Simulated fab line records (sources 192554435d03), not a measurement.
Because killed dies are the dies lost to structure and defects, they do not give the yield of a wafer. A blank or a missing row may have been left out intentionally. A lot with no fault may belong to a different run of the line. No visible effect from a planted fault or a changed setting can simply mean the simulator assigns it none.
Chamber matching :: flow n5-finfet :: 3 sister chambers for N5_BEOL_M5_DEP_56 on pecvd-04
The step deposits SiCN from 3MS/NH3, target thk 8 nm, time 14 s. 3 wafers are shown with their chamber, then 8 later ones without.

## WAFERS, EACH WITH ITS CHAMBER
wafer: L092.1
chamber: 2
showerhead-plenum-p-Torr (Torr): 3.662

wafer: L092.2
chamber: 0
showerhead-plenum-p-Torr (Torr): 3.618

wafer: L094.2
chamber: 1
showerhead-plenum-p-Torr (Torr): 3.655

## WAFERS MISSING THEIR CHAMBER
wafer: L094.3
showerhead-plenum-p-Torr (Torr): 3.620

wafer: L094.4
showerhead-plenum-p-Torr (Torr): 3.627

wafer: L095.3
showerhead-plenum-p-Torr (Torr): 3.651

wafer: L095.4
showerhead-plenum-p-Torr (Torr): 3.654

wafer: L095.5
showerhead-plenum-p-Torr (Torr): 3.667

wafer: L096.2
showerhead-plenum-p-Torr (Torr): 3.664

wafer: L096.3
showerhead-plenum-p-Torr (Torr): 3.631

wafer: L096.5
showerhead-plenum-p-Torr (Torr): 3.668

## EACH ONE'S CHAMBER
wafer: L094.3
from the rows above: 0
in truth: 0

wafer: L094.4
from the rows above: 0
in truth: 0

wafer: L095.3
from the rows above: can't be placed: 1 or 2
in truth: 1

wafer: L095.4
from the rows above: can't be placed: 1 or 2
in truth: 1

wafer: L095.5
from the rows above: can't be placed: 2 or 1
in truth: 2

wafer: L096.2
from the rows above: can't be placed: 2 or 1
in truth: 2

wafer: L096.3
from the rows above: can't be placed: 0 or 1
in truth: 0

wafer: L096.5
from the rows above: can't be placed: 2 or 1
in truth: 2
Placed correctly: 2 of 8. Can't be placed from these rows: 6 (the true chamber is among the candidates in 6). Wrongly placed: 0.
How it was worked out, from the rows above alone: a wafer's distance from a chamber is the root of the sum, over the readings, of the square of ((its reading less the chamber's mean) divided by the reading's scatter). The wafer belongs to the nearest chamber; if the next one is less than 2 further off, it can't be placed. Each chamber's mean is taken over the wafers shown for it. The scatter: root of mean squared gap, hidden wafer to nearest shown wafer, with one shown wafer a chamber.
